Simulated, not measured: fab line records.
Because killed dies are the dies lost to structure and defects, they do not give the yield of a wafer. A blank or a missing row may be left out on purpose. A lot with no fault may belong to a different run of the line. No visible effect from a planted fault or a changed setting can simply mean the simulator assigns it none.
fab line records	flow n5Finfet
record lots=24	wafers=72	lastDay=17
route steps=1938 shown MOL_CONTACT_COAG@619 BEOL_M0_SAQP@672
lots untouched by any fault: they come from a run of this same line in which no faults occurred
startH: hours from the record's opening day to when the first of the lot's shown wafers began	waitH: time in hours since the lot's previous step	" unchanged from the row above	L1.1+2: a row that stands for several wafers	- either no value or no given start	* or withheld: withheld	< > ~ a bound
route shown NAME@n: NAME is a module with steps in the file, n the number in the route of the first one	usual: the fault-free wafers' mean and standard deviation	same: alike in all rows	chamber/n: place in a boat	sites: readings site by site	_std_site: standard deviation across them	_edge_site: mean of outer sites minus mean of inner sites	radiusMm: for every site, how far away it sits from the centre of the wafer	mask NAME#n: copy n	behind: the last tool/chamber to shape the wafer	hold: why the lot was held/for how many hours/how that ended	device: the n, p or np transistor that did not switch	end of line: the tests these same wafers got at the end of their route	where a step has no rows: the recipe by itself	killed: dies that structure and defects cost at the first sort, which is not the same as the wafer's yield	map: a wafer's dies, x killed, . not, _ none there
set.NAME: the setting the step ran with; set.NAME@STEP: the setting that earlier step ran with	model.NAME: the simulator's own value behind a step, which no gauge read
steps of the route over a sample of lots; a table a step, a row a wafer
services: a tool's chamber out of use, with start hour (startH, from the record's first day; less than 0 if before it), hours out, and reason
## steps
# step N5_MOL_CONTACT_COAG_STRIP_49
# recipe chemistry=N2/H2	timeS=30	powerW=1000	tempC=250	pressureMtorr=withheld	n2FlowSccm=1750	h2FlowSccm=3250
# usual drypumpMotorCurrentA=5.62/0.29	heaterPowerW=373/22	n2FlowSccm=1749/5.6
lot.wafer	tool	chamber	startH	waitH	drypumpMotorCurrentA	heaterPowerW	n2FlowSccm	rfHoursCounterH
L074.2	plasmaAsher-01	0	100.18	-	5.66	359	1756	42
L074.4	"	0	"	"	5.67	357	1759	-
L074.5	"	0	"	"	5.67	368	1757	-
L075.1	plasmaAsher-02	1	111.30	-	5.72	352	1743	99
L075.3	"	0	"	"	5.91	378	1753	-
L075.6	"	0	"	"	5.88	378	1751	-
L076.1	plasmaAsher-01	0	113.39	-	5.66	360	1748	44
L076.2	"	1	"	"	5.07	405	1750	44
L076.3	"	0	"	"	5.68	369	1746	-
L077.2	plasmaAsher-02	0	118.68	-	5.89	383	1753	101
L077.3	"	0	"	"	5.89	382	1746	-
L077.6	"	1	"	"	5.70	349	1741	-
L078.2	plasmaAsher-02	0	125.62	-	5.87	372	1745	102
L078.3	"	0	"	"	5.86	376	1745	-
L078.5	"	1	"	"	5.72	355	1742	-
L079.1	plasmaAsher-02	0	132.43	-	5.87	364	1748	103
L079.4	"	0	"	"	5.84	384	1756	-
L079.6	"	1	"	"	5.72	344	1754	-
L080.2	plasmaAsher-02	1	135.76	-	5.71	358	1757	103
L080.3	"	0	"	"	5.90	392	1759	-
L080.6	"	1	"	"	5.73	344	1756	-
L081.2	plasmaAsher-01	1	141.61	-	5.07	407	1742	50
L081.3	"	0	"	"	5.65	366	1751	-
L081.4	"	1	"	"	5.10	407	1741	-
L082.1	plasmaAsher-02	0	149.10	-	5.88	389	1743	106
L082.2	"	1	"	"	5.71	354	1754	106
L082.4	"	0	"	"	5.87	393	1740	-
L083.1	plasmaAsher-01	1	156.64	-	5.10	411	1756	53
L083.3	"	1	"	"	5.10	416	1758	-
L083.6	"	0	"	"	5.65	368	1743	-
L084.1	plasmaAsher-01	1	164.64	-	5.10	404	1757	55
L084.5	"	1	"	"	5.09	400	1751	-
L084.6	"	0	"	"	5.65	369	1748	-
L085.4	plasmaAsher-01	1	170.24	-	5.09	399	1737	-
L085.5	"	1	"	"	5.10	395	1746	-
L085.6	"	0	"	"	5.65	369	1744	-
L086.1	plasmaAsher-02	0	178.00	-	5.85	389	1749	112
L086.3	"	0	"	"	5.85	398	1753	-
L086.4	"	1	"	"	5.71	347	1751	-
L087.2	plasmaAsher-01	0	180.76	-	5.66	361	1747	58
L087.5	"	1	"	"	5.10	401	1743	-
L087.6	"	0	"	"	5.65	367	1746	-
L088.1	plasmaAsher-01	0	182.72	-	5.66	365	1745	58
L088.2	"	1	"	"	5.09	414	1750	58
L088.6	"	1	"	"	5.07	408	1750	-
L089.1	plasmaAsher-01	1	193.77	-	5.11	410	1754	60
L089.3	"	1	"	"	5.06	402	1759	-
L089.5	"	1	"	"	5.10	404	1750	-
L090.3	plasmaAsher-02	0	198.92	-	5.89	392	1750	-
L090.4	"	1	"	"	5.73	346	1754	-
L090.6	"	1	"	"	5.73	337	1755	-
L091.1	plasmaAsher-02	1	206.47	-	5.73	351	1752	117
L091.3	"	1	"	"	5.70	348	1742	-
L091.5	"	0	"	"	5.87	380	1749	-
L092.1	plasmaAsher-01	1	211.41	-	5.09	399	1746	64
L092.2	"	0	"	"	5.65	364	1742	64
L092.6	"	0	"	"	5.63	375	1752	-
L093.1	plasmaAsher-02	1	214.74	-	5.73	349	1743	119
L093.3	"	1	"	"	5.73	347	1751	-
L093.4	"	0	"	"	5.86	385	1747	-
L094.1	plasmaAsher-02	0	224.03	-	5.88	380	1744	121
L094.5	"	1	"	"	5.73	347	1751	-
L094.6	"	0	"	"	5.88	382	1743	-
L096.1	plasmaAsher-02	0	230.88	-	5.86	378	1751	122
L096.2	"	1	"	"	5.71	339	1751	122
L096.5	"	1	"	"	5.71	358	1754	-
L095.2	plasmaAsher-02	1	232.68	-	5.72	351	1740	122
L095.3	"	0	"	"	5.87	385	1738	-
L095.5	"	0	"	"	5.86	384	1741	-
L097.2	plasmaAsher-02	0	237.67	-	5.86	378	1746	123
L097.3	"	1	"	"	5.71	349	1744	-
L097.6	"	1	"	"	5.70	352	1754	-
# step N5_MOL_CONTACT_COAG_CD_MEAS_101
# recipe targetCdNm=16
# usual cdNm=16.1/0.37
lot.wafer	tool	chamber	startH	waitH	cdNm
L074.2	cdSem-02	-	100.33	0.0	16.0
L074.4	"	-	"	"	15.6
L074.5	"	-	"	"	16.0
L075.1	cdSem-03	-	111.44	0.0	16.0
L075.3	"	-	"	"	15.8
L075.6	"	-	"	"	15.6
L076.1	cdSem-02	-	113.53	0.0	16.1
L076.2	"	-	"	"	15.4
L076.3	"	-	"	"	16.1
L077.2	cdSem-03	-	118.83	0.0	15.7
L077.3	"	-	"	"	15.9
L077.6	"	-	"	"	15.6
L078.2	cdSem-03	-	125.78	0.0	15.9
L078.3	"	-	"	"	16.4
L078.5	"	-	"	"	16.2
L079.1	cdSem-01	-	132.58	0.0	16.1
L079.4	"	-	"	"	16.0
L079.6	"	-	"	"	15.7
L080.2	cdSem-03	-	135.91	0.0	15.5
L080.3	"	-	"	"	15.6
L080.6	"	-	"	"	15.7
L081.2	cdSem-01	-	141.76	0.0	15.6
L081.3	"	-	"	"	16.3
L081.4	"	-	"	"	16.4
L082.1	cdSem-02	-	149.25	0.0	15.9
L082.2	"	-	"	"	16.2
L082.4	"	-	"	"	16.4
L083.1	cdSem-02	-	156.79	0.0	16.2
L083.3	"	-	"	"	15.8
L083.6	"	-	"	"	16.1
L084.1	cdSem-01	-	164.79	0.0	15.9
L084.5	"	-	"	"	15.7
L084.6	"	-	"	"	15.5
L085.4	cdSem-02	-	170.37	0.0	16.1
L085.5	"	-	"	"	16.1
L085.6	"	-	"	"	16.8
L086.1	cdSem-01	-	178.15	0.0	16.2
L086.3	"	-	"	"	16.5
L086.4	"	-	"	"	16.1
L087.2	cdSem-01	-	180.91	0.0	16.2
L087.5	"	-	"	"	15.7
L087.6	"	-	"	"	15.8
L088.1	cdSem-02	-	182.87	0.0	16.6
L088.2	"	-	"	"	15.8
L088.6	"	-	"	"	16.1
L089.1	cdSem-03	-	193.92	0.0	16.4
L089.3	"	-	"	"	16.4
L089.5	"	-	"	"	16.1
L090.3	cdSem-02	-	199.05	0.0	16.1
L090.4	"	-	"	"	16.6
L090.6	"	-	"	"	15.4
L091.1	cdSem-02	-	206.62	0.0	16.1
L091.3	"	-	"	"	15.7
L091.5	"	-	"	"	16.0
L092.1	cdSem-03	-	211.55	0.0	15.6
L092.2	"	-	"	"	16.4
L092.6	"	-	"	"	16.2
L093.1	cdSem-01	-	214.88	0.0	17.0
L093.3	"	-	"	"	17.1
L093.4	"	-	"	"	16.9
L094.1	cdSem-03	-	224.17	0.0	16.0
L094.5	"	-	"	"	16.5
L094.6	"	-	"	"	16.7
L096.1	cdSem-03	-	231.07	0.0	16.4
L096.2	"	-	"	"	16.3
L096.5	"	-	"	"	16.4
L095.2	cdSem-02	-	232.87	0.0	15.9
L095.3	"	-	"	"	15.7
L095.5	"	-	"	"	16.7
L097.2	cdSem-02	-	237.82	0.0	15.8
L097.3	"	-	"	"	15.9
L097.6	"	-	"	"	16.5
# step N5_BEOL_M0_SAQP_ETCH_106
# recipe chemistry=N2/H2	target=SOC	targetDepthA=1500	stopOn=SiNx	ionEnergyEv=100	biasW=61	pressureMtorr=30	sourceW=850	n2FlowSccm=200	h2FlowSccm=200
# usual biasW=60.99/0.2	drypumpMotorCurrentA=5.8/0.4	n2FlowSccm=200.0/0.64	oesProductAu=0.80/0.066	rfVppV=241.1/1.6	showerheadPlenumPTorr=2.57/0.1	throttleValvePct=17.74/0.26
lot.wafer	tool	chamber	startH	waitH	biasW	drypumpMotorCurrentA	n2FlowSccm	oesProductAu	rfHoursCounterH	rfVppV	showerheadPlenumPTorr	throttleValvePct
L074.2	rieDiel-02	1	109.29	-	61.07	5.7	200.0	0.91	24	243.0	2.72	17.65
L074.4	"	2	"	"	60.51	6.5	200.8	0.81	58	239.9	2.48	18.11
L074.5	"	3	"	"	60.82	5.9	199.7	0.84	-	244.3	2.69	17.19
L075.1	rieDiel-04	2	119.77	-	61.19	5.4	198.5	0.84	73	240.3	2.46	17.88
L075.3	"	1	"	"	61.33	5.5	201.1	0.70	191	240.2	2.51	17.74
L075.6	"	3	"	"	61.28	6.0	199.7	0.95	-	241.4	2.58	17.75
L076.1	rieDiel-02	1	124.21	-	60.65	5.6	200.6	0.91	28	243.6	2.72	17.67
L076.2	"	0	"	"	60.97	5.1	200.5	0.75	139	241.8	2.66	17.96
L076.3	"	2	"	"	61.23	6.5	199.4	0.81	62	239.7	2.48	18.11
L077.2	rieDiel-06	1	126.18	-	61.29	6.2	200.2	0.88	33	238.9	2.50	17.52
L077.3	"	3	"	"	61.15	5.6	199.6	0.76	145	241.2	2.65	17.68
L077.6	"	2	"	"	60.88	6.0	199.8	0.83	-	241.6	2.67	17.43
L078.2	rieDiel-02	0	133.83	-	60.99	5.1	200.0	0.75	143	242.5	2.66	17.97
L078.3	"	2	"	"	60.92	6.5	199.5	0.80	65	239.5	2.47	18.13
L078.5	"	2	"	"	61.08	6.5	200.4	0.80	-	239.8	2.47	18.12
L079.1	rieDiel-06	1	142.04	-	60.89	6.2	199.8	0.87	38	241.0	2.50	17.51
L079.4	"	3	"	"	61.09	5.6	199.9	0.75	149	241.8	2.65	17.69
L079.6	"	3	"	"	61.12	5.6	200.5	0.76	-	243.6	2.65	17.69
L080.2	rieDiel-06	1	145.86	-	61.04	6.2	200.4	0.86	39	239.9	2.50	17.51
L080.3	"	0	"	"	60.79	5.6	200.3	0.72	187	238.4	2.42	17.85
L080.6	"	2	"	"	60.69	6.1	199.8	0.83	-	242.1	2.67	17.46
L081.2	rieDiel-02	2	150.32	-	61.11	6.5	199.5	0.80	71	240.0	2.47	18.14
L081.3	"	0	"	"	60.98	5.1	200.4	0.75	148	243.1	2.66	17.98
L081.4	"	3	"	"	60.90	5.9	198.5	0.83	64	241.4	2.68	17.22
L082.1	rieDiel-04	2	156.56	-	60.85	5.3	200.3	0.82	86	239.7	2.45	17.89
L082.2	"	3	"	"	60.85	6.0	199.8	0.91	17	242.0	2.58	17.80
L082.4	"	0	"	"	60.85	5.6	199.7	0.93	7	239.4	2.50	17.44
L083.1	rieDiel-06	2	166.70	-	61.01	6.0	199.2	0.81	76	242.3	2.66	17.46
L083.3	"	3	"	"	61.11	5.6	200.4	0.75	156	242.8	2.64	17.69
L083.6	"	1	"	"	61.19	6.2	199.2	0.86	-	241.1	2.50	17.52
L084.1	rieDiel-04	1	173.60	-	60.93	5.6	199.8	0.70	209	241.6	2.50	17.76
L084.5	"	1	"	"	60.95	5.5	200.9	0.69	-	240.4	2.50	17.77
L084.6	"	2	"	"	61.10	5.4	200.0	0.82	-	238.8	2.45	17.91
L085.4	rieDiel-06	0	177.84	-	60.85	5.6	199.5	0.72	197	238.8	2.41	17.87
L085.5	"	2	"	"	61.17	6.0	199.4	0.83	-	243.1	2.66	17.47
L085.6	"	3	"	"	61.08	5.6	199.7	0.75	-	241.6	2.64	17.72
L086.1	rieDiel-04	3	190.95	-	61.13	6.0	200.6	0.89	27	242.9	2.58	17.79
L086.3	"	1	"	"	60.90	5.5	200.5	0.68	214	240.0	2.50	17.77
L086.4	"	2	"	"	60.91	5.3	197.9	0.81	96	239.4	2.45	17.93
L087.2	rieDiel-02	2	191.57	-	60.85	6.5	200.2	0.78	84	238.1	2.47	18.17
L087.5	"	2	"	"	61.05	6.5	200.3	0.78	-	237.9	2.47	18.15
L087.6	"	1	"	"	61.03	5.6	200.1	0.87	-	243.6	2.71	17.69
L088.1	rieDiel-02	1	192.61	-	61.35	5.6	200.3	0.87	48	242.3	2.71	17.70
L088.2	"	0	"	"	60.93	5.1	199.8	0.74	160	241.1	2.65	17.99
L088.6	"	2	"	"	61.21	6.5	198.7	0.78	-	237.8	2.47	18.17
L089.1	rieDiel-02	3	201.69	-	60.93	5.8	200.2	0.82	79	242.4	2.67	17.24
L089.3	"	2	"	"	61.06	6.5	200.0	0.78	87	238.4	2.46	18.16
L089.5	"	2	"	"	61.32	6.5	201.1	0.77	-	238.2	2.46	18.16
L090.3	rieDiel-04	3	209.34	-	60.67	6.0	200.5	0.88	31	241.6	2.57	17.81
L090.4	"	2	"	"	60.98	5.3	200.9	0.80	102	240.5	2.44	17.92
L090.6	"	2	"	"	61.17	5.4	200.7	0.81	-	238.8	2.44	17.92
L091.1	rieDiel-02	3	214.93	-	61.21	5.9	200.2	0.81	83	242.3	2.67	17.27
L091.3	"	1	"	"	60.84	5.6	200.3	0.86	56	243.1	2.71	17.69
L091.5	"	2	"	"	61.06	6.5	199.8	0.77	-	240.5	2.46	18.18
L092.1	rieDiel-04	0	219.81	-	61.01	5.7	199.8	0.89	24	238.9	2.49	17.46
L092.2	"	3	"	"	60.74	6.0	200.6	0.87	35	241.1	2.57	17.82
L092.6	"	1	"	"	60.97	5.6	199.5	0.69	-	241.4	2.49	17.78
L093.1	rieDiel-02	1	223.36	-	61.07	5.7	200.1	0.85	58	242.6	2.71	17.71
L093.3	"	0	"	"	61.24	5.1	199.5	0.73	169	241.4	2.65	17.99
L093.4	"	3	"	"	61.06	5.9	201.0	0.81	86	242.2	2.67	17.25
L094.1	rieDiel-06	1	232.29	-	60.81	6.2	198.8	0.84	65	240.9	2.49	17.56
L094.5	"	1	"	"	60.76	6.2	198.9	0.84	-	241.4	2.49	17.56
L094.6	"	0	"	"	61.13	5.7	200.4	0.70	-	239.7	2.41	17.90
L096.1	rieDiel-06	3	239.13	-	60.62	5.6	199.8	0.73	180	241.7	2.63	17.74
L096.2	"	2	"	"	60.56	6.0	200.7	0.80	98	241.9	2.65	17.49
L096.5	"	0	"	"	61.18	5.7	199.6	0.71	-	239.8	2.41	17.90
L095.2	rieDiel-06	2	242.48	-	60.61	6.1	200.4	0.81	99	242.5	2.65	17.48
L095.3	"	0	"	"	61.09	5.6	199.2	0.70	217	239.5	2.41	17.92
L095.5	"	0	"	"	61.31	5.7	200.3	0.70	-	238.8	2.41	17.91
L097.2	rieDiel-02	1	246.09	-	61.01	5.6	200.2	0.85	65	243.1	2.70	17.72
L097.3	"	0	"	"	60.75	5.1	200.6	0.73	176	241.6	2.64	18.03
L097.6	"	0	"	"	61.17	5.1	200.4	0.73	-	241.4	2.64	18.02
# step N5_BEOL_M0_SAQP_STRIP_108
# recipe chemistry=N2/H2	powerW=500	tempC=40	pressureMtorr=50	rfFrequencyHz=6e+07	overashFraction=0.3	biasPowerW=28	h2Frac=0.5	n2FlowSccm=300	h2FlowSccm=300
# usual drypumpMotorCurrentA=5.8/0.4	n2FlowSccm=300.0/0.85	oesProductAu=0.81/0.066	rfVppV=122.0/1.1	showerheadPlenumPTorr=3.39/0.13	throttleValvePct=18.8/0.33
lot.wafer	tool	chamber	startH	waitH	drypumpMotorCurrentA	n2FlowSccm	oesProductAu	rfHoursCounterH	rfVppV	showerheadPlenumPTorr	throttleValvePct
L074.2	rieDiel-02	1	109.39	0.0	5.6	300.0	0.93	24	123.1	3.59	19.1
L074.4	"	2	"	"	6.5	300.4	0.82	58	121.7	3.27	19.1
L074.5	"	3	"	"	5.9	298.7	0.86	-	122.9	3.54	18.1
L075.1	rieDiel-04	2	119.87	0.0	5.3	299.1	0.84	73	121.6	3.25	19.2
L075.3	"	1	"	"	5.5	300.9	0.72	191	122.0	3.31	18.8
L075.6	"	3	"	"	6.0	299.0	0.94	-	120.7	3.41	19.1
L076.1	rieDiel-02	1	124.31	0.0	5.6	299.1	0.93	28	123.5	3.58	19.1
L076.2	"	0	"	"	5.1	299.8	0.77	139	123.4	3.51	18.9
L076.3	"	2	"	"	6.5	299.6	0.82	62	120.5	3.27	19.1
L077.2	rieDiel-06	1	126.28	0.0	6.2	299.0	0.88	33	120.2	3.31	18.6
L077.3	"	3	"	"	5.6	301.0	0.77	146	122.9	3.49	18.6
L077.6	"	2	"	"	6.1	300.9	0.85	-	122.4	3.52	18.4
L078.2	rieDiel-02	0	133.93	0.0	5.1	300.0	0.77	143	122.3	3.50	18.9
L078.3	"	2	"	"	6.5	300.9	0.82	65	121.7	3.27	19.1
L078.5	"	2	"	"	6.5	300.0	0.82	-	121.4	3.27	19.1
L079.1	rieDiel-06	1	142.14	0.0	6.2	299.8	0.87	38	120.1	3.31	18.6
L079.4	"	3	"	"	5.6	300.3	0.76	149	121.9	3.49	18.6
L079.6	"	3	"	"	5.6	298.8	0.77	-	122.7	3.49	18.6
L080.2	rieDiel-06	1	145.96	0.0	6.2	300.1	0.87	39	120.6	3.31	18.6
L080.3	"	0	"	"	5.7	301.0	0.73	187	121.4	3.20	18.9
L080.6	"	2	"	"	6.0	299.5	0.84	-	121.9	3.52	18.4
L081.2	rieDiel-02	2	150.42	0.0	6.5	299.4	0.81	71	123.3	3.27	19.2
L081.3	"	0	"	"	5.1	298.8	0.76	148	122.3	3.50	19.0
L081.4	"	3	"	"	5.9	300.3	0.84	64	122.2	3.53	18.2
L082.1	rieDiel-04	2	156.66	0.0	5.4	299.6	0.82	87	121.3	3.24	19.2
L082.2	"	3	"	"	6.0	300.3	0.90	17	122.0	3.41	19.1
L082.4	"	0	"	"	5.7	300.1	0.94	7	122.4	3.30	18.5
L083.1	rieDiel-06	2	166.80	0.0	6.0	301.1	0.83	76	123.0	3.51	18.4
L083.3	"	3	"	"	5.6	299.7	0.76	156	122.4	3.49	18.7
L083.6	"	1	"	"	6.2	300.6	0.85	-	121.9	3.30	18.6
L084.1	rieDiel-04	1	173.70	0.0	5.5	302.0	0.72	209	119.8	3.30	18.8
L084.5	"	1	"	"	5.6	301.5	0.71	-	120.9	3.30	18.8
L084.6	"	2	"	"	5.3	300.7	0.82	-	120.5	3.24	19.2
L085.4	rieDiel-06	0	177.94	0.0	5.7	300.3	0.72	197	122.0	3.20	18.9
L085.5	"	2	"	"	6.0	300.3	0.82	-	123.5	3.51	18.4
L085.6	"	3	"	"	5.6	301.4	0.75	-	122.0	3.49	18.7
L086.1	rieDiel-04	3	191.05	0.0	6.0	300.4	0.89	27	121.0	3.40	19.1
L086.3	"	1	"	"	5.6	300.6	0.71	214	122.9	3.30	18.8
L086.4	"	2	"	"	5.3	300.7	0.82	96	121.1	3.24	19.2
L087.2	rieDiel-02	2	191.67	0.0	6.5	300.8	0.80	84	121.6	3.26	19.2
L087.5	"	2	"	"	6.5	299.9	0.80	-	121.4	3.26	19.2
L087.6	"	1	"	"	5.6	299.2	0.88	-	121.3	3.57	19.2
L088.1	rieDiel-02	1	192.71	0.0	5.6	297.7	0.89	49	122.8	3.57	19.2
L088.2	"	0	"	"	5.1	301.8	0.75	160	122.4	3.49	19.0
L088.6	"	2	"	"	6.5	300.5	0.80	-	121.1	3.26	19.2
L089.1	rieDiel-02	3	201.79	0.0	5.9	300.3	0.82	79	122.7	3.53	18.2
L089.3	"	2	"	"	6.5	299.8	0.79	87	120.4	3.26	19.2
L089.5	"	2	"	"	6.5	300.6	0.79	-	121.8	3.26	19.2
L090.3	rieDiel-04	3	209.44	0.0	6.0	300.4	0.88	31	122.8	3.40	19.2
L090.4	"	2	"	"	5.3	300.0	0.81	102	120.1	3.23	19.2
L090.6	"	2	"	"	5.4	300.0	0.81	-	120.9	3.23	19.3
L091.1	rieDiel-02	3	215.03	0.0	5.9	299.8	0.82	83	123.9	3.52	18.2
L091.3	"	1	"	"	5.6	301.0	0.89	56	122.8	3.57	19.2
L091.5	"	2	"	"	6.5	299.0	0.79	-	122.7	3.26	19.2
L092.1	rieDiel-04	0	219.91	0.0	5.6	298.9	0.90	24	122.0	3.29	18.5
L092.2	"	3	"	"	6.0	300.1	0.87	35	121.9	3.40	19.1
L092.6	"	1	"	"	5.6	299.9	0.69	-	120.0	3.30	18.8
L093.1	rieDiel-02	1	223.46	0.0	5.7	300.0	0.87	58	123.1	3.57	19.2
L093.3	"	0	"	"	5.1	300.4	0.74	169	121.9	3.49	19.0
L093.4	"	3	"	"	5.9	299.1	0.81	86	123.7	3.52	18.2
L094.1	rieDiel-06	1	232.39	0.0	6.2	301.6	0.83	65	120.1	3.29	18.7
L094.5	"	1	"	"	6.2	300.7	0.83	-	121.7	3.29	18.7
L094.6	"	0	"	"	5.6	300.6	0.71	-	120.4	3.19	19.0
L096.1	rieDiel-06	3	239.23	0.0	5.6	300.5	0.74	180	120.8	3.47	18.7
L096.2	"	2	"	"	6.0	300.2	0.81	98	122.0	3.50	18.4
L096.5	"	0	"	"	5.6	300.6	0.70	-	120.5	3.19	19.0
L095.2	rieDiel-06	2	242.58	0.0	6.0	300.1	0.81	99	121.8	3.50	18.4
L095.3	"	0	"	"	5.6	299.6	0.71	217	121.0	3.19	19.0
L095.5	"	0	"	"	5.6	300.4	0.71	-	120.8	3.19	19.0
L097.2	rieDiel-02	1	246.19	0.0	5.6	299.2	0.87	65	122.1	3.56	19.2
L097.3	"	0	"	"	5.1	299.1	0.74	176	122.6	3.49	19.0
L097.6	"	0	"	"	5.1	298.9	0.75	-	122.9	3.49	19.0
# step N5_BEOL_M0_SAQP_RECESS_109
# recipe chemistry=HF/NH3	target=SiO2	targetDepthA=30	afsCycles=1	tempC=30	sublimationTempC=180	sublimationTimeS=60
# usual drypumpMotorCurrentA=5.8/0.63
lot.wafer	tool	chamber	startH	waitH	drypumpMotorCurrentA
L074.2	vaporEtch-01	0	109.45	0.0	6.3
L074.4	"	0	"	"	6.3
L074.5	"	0	"	"	6.3
L075.1	vaporEtch-02	0	119.93	0.0	6.2
L075.3	"	0	"	"	6.2
L075.6	"	0	"	"	6.2
L076.1	vaporEtch-02	1	124.71	0.4	6.2
L076.2	"	0	"	"	6.2
L076.3	"	0	"	"	6.2
L077.2	vaporEtch-01	0	126.34	0.0	6.3
L077.3	"	1	"	"	4.8
L077.6	"	1	"	"	4.8
L078.2	vaporEtch-01	0	133.99	0.0	6.3
L078.3	"	1	"	"	4.8
L078.5	"	0	"	"	6.3
L079.1	vaporEtch-01	1	142.20	0.0	4.8
L079.4	"	0	"	"	6.3
L079.6	"	0	"	"	6.3
L080.2	vaporEtch-02	0	146.02	0.0	6.2
L080.3	"	0	"	"	6.2
L080.6	"	1	"	"	6.2
L081.2	vaporEtch-02	0	150.48	0.0	6.2
L081.3	"	0	"	"	6.2
L081.4	"	1	"	"	6.2
L082.1	vaporEtch-02	0	156.72	0.0	6.2
L082.2	"	1	"	"	6.2
L082.4	"	1	"	"	6.2
L083.1	vaporEtch-01	1	167.15	0.3	4.8
L083.3	"	0	"	"	6.3
L083.6	"	1	"	"	4.8
L084.1	vaporEtch-01	0	173.76	0.0	6.3
L084.5	"	0	"	"	6.3
L084.6	"	1	"	"	4.8
L085.4	vaporEtch-02	1	178.04	0.1	6.1
L085.5	"	1	"	"	6.1
L085.6	"	0	"	"	6.2
L086.1	vaporEtch-02	0	191.11	0.0	6.2
L086.3	"	0	"	"	6.2
L086.4	"	1	"	"	6.1
L087.2	vaporEtch-02	1	191.73	0.0	6.1
L087.5	"	1	"	"	6.1
L087.6	"	0	"	"	6.2
L088.1	vaporEtch-01	1	192.77	0.0	4.8
L088.2	"	0	"	"	6.3
L088.6	"	1	"	"	4.8
L089.1	vaporEtch-02	0	201.85	0.0	6.2
L089.3	"	0	"	"	6.2
L089.5	"	0	"	"	6.2
L090.3	vaporEtch-02	0	209.54	0.1	6.2
L090.4	"	1	"	"	6.1
L090.6	"	1	"	"	6.1
L091.1	vaporEtch-01	0	215.24	0.2	6.3
L091.3	"	1	"	"	4.8
L091.5	"	0	"	"	6.3
L092.1	vaporEtch-01	0	219.97	0.0	6.4
L092.2	"	1	"	"	4.8
L092.6	"	1	"	"	4.8
L093.1	vaporEtch-01	1	223.52	0.0	4.8
L093.3	"	0	"	"	6.3
L093.4	"	1	"	"	4.8
L094.1	vaporEtch-01	1	232.45	0.0	4.9
L094.5	"	0	"	"	6.3
L094.6	"	1	"	"	4.8
L096.1	vaporEtch-02	0	239.29	0.0	6.2
L096.2	"	1	"	"	6.2
L096.5	"	1	"	"	6.1
L095.2	vaporEtch-01	0	242.64	0.0	6.3
L095.3	"	1	"	"	4.8
L095.5	"	1	"	"	4.9
L097.2	vaporEtch-01	0	246.25	0.0	6.3
L097.3	"	0	"	"	6.3
L097.6	"	0	"	"	6.3
# step N5_BEOL_M0_SAQP_OVL_MEAS_41
# recipe pointsPerWafer=522
# usual M0_CUT1_OVL=-0.2/0.7
lot.wafer	tool	chamber	startH	waitH	M0_CUT1_OVL[nm]
L074.2	overlay-01	0	110.71	0.0	-1.5
L074.4	"	0	"	"	-1.8
L074.5	"	0	"	"	-1.3
L075.1	overlay-02	0	121.16	0.0	-1.1
L075.3	"	0	"	"	-0.1
L075.6	"	0	"	"	-0.1
L076.1	overlay-01	0	125.93	0.0	-0.7
L076.2	"	0	"	"	-1.2
L076.3	"	0	"	"	-0.7
L077.2	overlay-02	0	127.58	0.0	0.9
L077.3	"	0	"	"	-0.4
L077.6	"	0	"	"	0.9
L078.2	overlay-01	0	135.61	0.0	0.9
L078.3	"	0	"	"	-0.9
L078.5	"	0	"	"	0.6
L079.1	overlay-02	0	143.79	0.0	-0.7
L079.4	"	0	"	"	0.2
L079.6	"	0	"	"	-0.4
L080.2	overlay-02	0	148.07	0.0	-0.4
L080.3	"	0	"	"	0.3
L080.6	"	0	"	"	0.1
L081.2	overlay-02	0	151.85	0.0	-0.6
L081.3	"	0	"	"	-1.2
L081.4	"	0	"	"	-0.3
L082.1	overlay-02	0	158.10	0.0	0.1
L082.2	"	0	"	"	-0.1
L082.4	"	0	"	"	-0.6
L083.1	overlay-01	0	168.39	0.0	-0.5
L083.3	"	0	"	"	-0.4
L083.6	"	0	"	"	-0.5
L084.1	overlay-02	0	175.15	0.0	-0.3
L084.5	"	0	"	"	-0.3
L084.6	"	0	"	"	-0.6
L085.4	overlay-02	0	180.18	0.0	-0.2
L085.5	"	0	"	"	-0.4
L085.6	"	0	"	"	-0.5
L086.1	overlay-02	0	192.74	0.0	-0.4
L086.3	"	0	"	"	-0.7
L086.4	"	0	"	"	-0.7
L087.2	overlay-02	0	192.97	0.0	0.7
L087.5	"	0	"	"	1.3
L087.6	"	0	"	"	0.8
L088.1	overlay-01	0	195.71	0.0	-0.6
L088.2	"	0	"	"	-0.1
L088.6	"	0	"	"	-0.1
L089.1	overlay-02	0	203.08	0.0	0.4
L089.3	"	0	"	"	-1.0
L089.5	"	0	"	"	-1.3
L090.3	overlay-01	0	210.80	0.0	0.5
L090.4	"	0	"	"	0.1
L090.6	"	0	"	"	-0.3
L091.1	overlay-02	0	216.52	0.0	-0.1
L091.3	"	0	"	"	0.4
L091.5	"	0	"	"	1.3
L092.1	overlay-02	0	221.32	0.0	0.0
L092.2	"	0	"	"	0.1
L092.6	"	0	"	"	0.0
L093.1	overlay-02	0	224.94	0.0	-1.4
L093.3	"	0	"	"	-1.1
L093.4	"	0	"	"	-0.6
L094.1	overlay-02	0	233.68	0.0	-0.1
L094.5	"	0	"	"	0.4
L094.6	"	0	"	"	0.9
L096.1	overlay-02	0	241.37	0.0	-1.3
L096.2	"	0	"	"	-0.1
L096.5	"	0	"	"	0.0
L095.2	overlay-01	0	244.03	0.0	0.4
L095.3	"	0	"	"	-0.6
L095.5	"	0	"	"	0.1
L097.2	overlay-01	0	247.49	0.0	0.0
L097.3	"	0	"	"	0.7
L097.6	"	0	"	"	-0.6
## services
tool	chamber	startH	hours	kind
rieDiel-02	1	80.37	7.8	repair
rieDiel-02	0	80.68	14.0	repair
plasmaAsher-01	-	84.38	1.2	repair
plasmaAsher-01	-	88.71	1.4	repair
rieDiel-04	2	97.38	9.7	repair
rieDiel-04	0	107.21	-	clean
rieDiel-04	0	107.21	-	consumableReplace:focusRing
rieDiel-04	0	107.21	27.2	scheduledDown
rieDiel-04	0	107.21	27.2	ventCycle
vaporEtch-02	-	110.56	2.8	pm
rieDiel-02	3	139.39	2.0	repair
rieDiel-04	3	146.43	9.5	repair
vaporEtch-02	0	162.55	10.0	repair
rieDiel-06	1	181.26	7.0	repair
plasmaAsher-02	-	184.82	2.1	repair
rieDiel-06	2	187.71	4.6	repair
vaporEtch-01	-	211.56	1.0	repair
rieDiel-02	3	240.22	32.8	repair
plasmaAsher-01	-	241.24	5.7	repair
## key
fault none
